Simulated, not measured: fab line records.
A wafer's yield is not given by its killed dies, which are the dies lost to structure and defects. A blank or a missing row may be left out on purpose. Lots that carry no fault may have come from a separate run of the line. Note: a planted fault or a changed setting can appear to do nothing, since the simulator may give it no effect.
fab line records | flow n5-finfet | part 2 of 2: steps 25 to 34 of 34
[record] lots = 5 wafers = 15 last-day = 16
route steps=1938 shown BEOL_M5@1170 BEOL_M6@1194
lots that met no fault: from a run of the same line without faults
start-h: the number of hours between the record's first day and the start of the first shown wafer of the lot | wait-h: time in hours since the lot's previous step | " identical to the entry in the row above | L1.1+2: several wafers, shown together as one row | - value missing, or start not given | * or withheld: withheld | < > ~ a bound
route shown NAME@n: a module of which the file shows steps, and the number in the route of the first | usual: average and standard deviation across the fault-free wafers | same: alike in all rows | chamber/n: place in a boat | sites: readings site by site | _std_site: standard deviation across them | _edge_site: mean of outer sites minus mean of inner sites | radius-mm: for every site, how far away it sits from the centre of the wafer | mask NAME#n: copy n | behind: the most recent tool/chamber to have shaped the wafer | hold: reason for holding the lot/hours on hold/outcome of the hold | device: whichever transistor did not switch (one of n, p or np) | end of line: the tests these same wafers got at the end of their route | for a step that has no rows: nothing shown but its recipe | killed: at the first sort, the dies lost to defects and structure; wafer yield is something else | map: dies across one wafer; x = killed, . = not, _ = none there
set.NAME: the run value of the setting; set.NAME@STEP: its run value at that earlier step | model.NAME: the simulator's own value behind a step, which no gauge read
a table for each step, a row for each wafer; lots at some steps of the route
services: a tool's chamber out of use, with start hour (start-h, from the record's first day; less than 0 if before it), hours out, and reason
[[steps]]
[step N5_BEOL_M6_ILD_DEP_00]
[recipe] material = SiCOH_lowk target-thk-a = 1797.5 temp-c = 300 precursor = DEMS/porogen pressure-torr = 5 rf-w = 500 time-s = 33.4
[usual] heater-power-w = 308/70 showerhead-plenum-p-Torr = 5.750/0.024 throttle-valve-pct = 13.7/1.4
// columns lot.wafer tool chamber start-h wait-h heater-power-w showerhead-plenum-p-Torr throttle-valve-pct
L080.1 pecvd-02 0 219.66 0.0 189 5.731 14.7
L080.5 " 0 " " 188 5.738 14.7
L080.6 " 1 " " 466 5.737 14.3
L083.1 pecvd-04 2 227.20 0.0 355 5.732 12.6
L083.2 " 1 " " 243 5.775 12.2
L083.3 " 0 " " 265 5.756 16.1
L088.3 pecvd-03 0 267.69 0.1 269 5.740 13.7
L088.5 " 2 " " 265 5.722 12.4
L088.6 " 0 " " 281 5.727 13.7
L090.2 pecvd-04 0 269.77 0.0 273 5.743 16.3
L090.3 " 2 " " 406 5.736 12.9
L090.6 " 0 " " 278 5.751 16.3
L089.1 pecvd-04 2 271.57 0.0 434 5.738 12.8
L089.3 " 1 " " 281 5.779 12.3
L089.6 " 2 " " 429 5.719 12.8
[step N5_BEOL_M6_CURE_74]
[recipe] temp-c = 385 time-s = 240 ambient = He/Ar material = SiCOH_lowk
[usual] lamp-power-pct = 52.31/0.052 wafer_temp_C_max = 386.7/0.55
// columns lot.wafer tool chamber start-h wait-h lamp-power-pct wafer_temp_C_max
L080.1 uv-cure-02 0 219.73 0.0 52.25 387.1
L080.5 " 0 " " 52.32 387.3
L080.6 " 0 " " 52.26 387.6
L083.1 uv-cure-01 2 227.26 0.0 52.32 387.2
L083.2 " 2 " " 52.38 386.4
L083.3 " 2 " " 52.34 386.4
L088.3 uv-cure-03 1 267.91 0.2 52.30 386.3
L088.5 " 1 " " 52.35 386.1
L088.6 " 1 " " 52.37 385.9
L090.2 uv-cure-03 1 269.92 0.1 52.32 385.8
L090.3 " 1 " " 52.28 386.1
L090.6 " 1 " " 52.36 386.1
L089.1 uv-cure-02 2 271.64 0.0 52.33 386.6
L089.3 " 2 " " 52.33 386.8
L089.6 " 2 " " 52.21 386.3
[step N5_BEOL_M6_THK_MEAS_01]
[recipe] reads = SiCOH_lowk_of_BEOL_M6_ILD_DEP_00
[usual] M6_ILD_THK = 155.3/2
// columns lot.wafer tool chamber start-h wait-h M6_ILD_THK[nm]
L080.1 film-metro-01 - 220.24 0.4 152.5
L080.5 " - " " 153.2
L080.6 " - " " 153.9
L083.1 film-metro-01 - 227.77 0.4 155.2
L083.2 " - " " 153.5
L083.3 " - " " 152.6
L088.3 film-metro-01 - 268.26 0.3 157.4
L088.5 " - " " 158.1
L088.6 " - " " 155.2
L090.2 film-metro-02 - 270.35 0.4 154.1
L090.3 " - " " 154.9
L090.6 " - " " 155.4
L089.1 film-metro-01 - 272.15 0.4 152.7
L089.3 " - " " 152.9
L089.6 " - " " 155.0
[step N5_BEOL_M6_PECVD_70]
[recipe] material = SiO2 target-thk-a = 200 temp-c = 400 precursor = TEOS/O2 pressure-torr = 5.5 rf-w = 450 teos-flow-sccm = 53.8 gas = O2 flow-sccm = 3000 time-s = 22.7
[usual] heater-power-w = 724/140 showerhead-plenum-p-Torr = 8.84/0.097 throttle-valve-pct = 22.3/2.2
// columns lot.wafer tool chamber start-h wait-h heater-power-w showerhead-plenum-p-Torr throttle-valve-pct
L080.1 pecvd-02 1 220.28 0.0 923 8.76 23.5
L080.5 " 1 " " 946 8.76 23.8
L080.6 " 0 " " 517 8.76 23.7
L083.1 pecvd-02 0 227.81 0.0 524 8.80 23.7
L083.2 " 1 " " 812 8.77 23.4
L083.3 " 2 " " 785 8.90 21.7
L088.3 pecvd-04 0 268.30 0.0 571 8.81 26.3
L088.5 " 2 " " 892 8.78 20.6
L088.6 " 1 " " 655 9.00 19.8
L090.2 pecvd-04 0 270.38 0.0 620 8.79 26.3
L090.3 " 1 " " 592 9.00 19.6
L090.6 " 1 " " 584 9.00 20.0
L089.1 pecvd-02 1 272.19 0.0 950 8.77 23.5
L089.3 " 1 " " 964 8.77 23.5
L089.6 " 1 " " 977 8.76 23.5
[step N5_BEOL_M6_HM_DEP_02]
[recipe] material = TiN target-thk-a = 200 temp-c = 25 chamber-pressure-pa = 0.49996
[usual] throttle-valve-pct = 30.2/1.3
// columns lot.wafer tool chamber start-h wait-h throttle-valve-pct
L080.1 pvd-sputter-02 - 221.04 0.7 28.7
L080.5 " - " " 30.8
L080.6 " - " " 28.5
L083.1 pvd-sputter-03 - 228.72 0.9 29.5
L083.2 " - " " 31.8
L083.3 " - " " 33.3
L088.3 pvd-sputter-01 - 269.11 0.8 29.1
L088.5 " - " " 30.9
L088.6 " - " " 29.0
L090.2 pvd-sputter-01 - 272.37 2.0 31.1
L090.3 " - " " 28.9
L090.6 " - " " 28.8
L089.1 pvd-sputter-01 - 272.47 0.3 29.1
L089.3 " - " " 28.6
L089.6 " - " " 31.1
[step N5_BEOL_M6_COAT_59]
[recipe] resist = SOC temp-c = 250 time-s = 60 spin-rpm = 1500 resist-thk-nm = 100
[usual] plate-temp-C = 250.05/0.17
// columns lot.wafer tool chamber start-h wait-h plate-temp-C
L080.1 litho-track-01 0 221.16 0.1 250.20
L080.5 " 0 " " 249.85
L080.6 " 0 " " 250.24
L083.1 litho-track-02 0 228.85 0.1 250.36
L083.2 " 0 " " 249.88
L083.3 " 0 " " 250.23
L088.3 litho-track-02 0 269.24 0.1 250.12
L088.5 " 0 " " 249.65
L088.6 " 0 " " 250.09
L090.2 litho-track-02 0 272.49 0.1 250.06
L090.3 " 0 " " 250.03
L090.6 " 0 " " 250.01
L089.1 litho-track-05 0 272.59 0.1 250.39
L089.3 " 0 " " 249.91
L089.6 " 0 " " 250.09
[step N5_BEOL_M6_COAT_60]
[recipe] resist = SiARC temp-c = 220 time-s = 60 spin-rpm = 1500 resist-thk-nm = 35
[usual] plate-temp-C = 220.04/0.18
// columns lot.wafer tool chamber start-h wait-h plate-temp-C
L080.1 litho-track-01 0 - - 220.31
L080.5 " 0 " " 220.11
L080.6 " 0 " " 220.08
L083.1 litho-track-02 0 - - 219.89
L083.2 " 0 " " 220.12
L083.3 " 0 " " 220.23
L088.3 litho-track-02 0 - - 219.86
L088.5 " 0 " " 220.08
L088.6 " 0 " " 220.03
L090.2 litho-track-02 0 - - 219.63
L090.3 " 0 " " 219.71
L090.6 " 0 " " 220.20
L089.1 litho-track-05 0 - - 220.18
L089.3 " 0 " " 220.27
L089.6 " 0 " " 220.19
[step N5_BEOL_M6_COAT_05]
[recipe] resist = CAR-ArF spin-rpm = 1500 resist-thk-nm = 90
// columns lot.wafer tool chamber start-h wait-h
L080.1+5+6 litho-track-01 0 - -
L083.1+2+3 litho-track-02 0 - -
L088.3+5+6 litho-track-02 0 - -
L090.2+3+6 litho-track-02 0 - -
L089.1+3+6 litho-track-05 0 - -
[step N5_BEOL_M6_EBR_07]
[recipe] solvent = PGMEA ebr-width-mm = 1.5
// columns lot.wafer tool chamber start-h wait-h
L080.1+5+6 litho-track-01 0 - -
L083.1+2+3 litho-track-02 0 - -
L088.3+5+6 litho-track-02 0 - -
L090.2+3+6 litho-track-02 0 - -
L089.1+3+6 litho-track-05 0 - -
[step N5_BEOL_M6_SOFTBAKE_06]
[recipe] temp-c = 110 time-s = 60 resist = CAR-ArF
[usual] plate-temp-C = 110.02/0.14
// columns lot.wafer tool chamber start-h wait-h plate-temp-C
L080.1 litho-track-01 0 - - 109.76
L080.5 " 0 " " 109.89
L080.6 " 0 " " 109.96
L083.1 litho-track-02 0 - - 110.07
L083.2 " 0 " " 110.13
L083.3 " 0 " " 110.31
L088.3 litho-track-02 0 - - 110.29
L088.5 " 0 " " 110.26
L088.6 " 0 " " 110.13
L090.2 litho-track-02 0 - - 110.05
L090.3 " 0 " " 110.18
L090.6 " 0 " " 109.99
L089.1 litho-track-05 0 - - 110.16
L089.3 " 0 " " 110.04
L089.6 " 0 " " 110.27
[[services]]
// columns tool chamber start-h hours kind
cmp-03 - 197.97 1.2 repair
ecd-cu-02 - 199.48 1.0 repair
ald-metal-04 0 202.20 1.8 repair
ald-metal-01 0 203.04 15.3 repair
pecvd-02 - 212.03 0.5 repair
pecvd-01 2 212.05 5.7 repair
cmp-01 - 213.75 1.4 repair
uv-cure-01 - 216.13 1.7 repair
ald-metal-01 - 217.23 2.8 pm
cvd-co-02 - 220.65 2.8 pm
cmp-03 - 221.06 12.2 pm
pecvd-02 0 231.88 5.5 scheduled-down
cmp-01 - 237.81 2.7 repair
pecvd-02 - 241.03 1.7 repair
cmp-03 - 243.64 0.5 repair
uv-cure-02 - 253.89 2.1 pm
uv-cure-01 - 260.34 14.6 pm
pecvd-03 1 260.96 144.4 repair
pecvd-02 0 265.03 22.1 repair
pecvd-02 - 265.85 0.7 repair
cmp-02 - 266.15 4.0 pm
ald-metal-03 2 266.20 10.7 repair
cvd-co-01 - 269.72 1.0 repair
cmp-01 - 270.15 5.2 pm
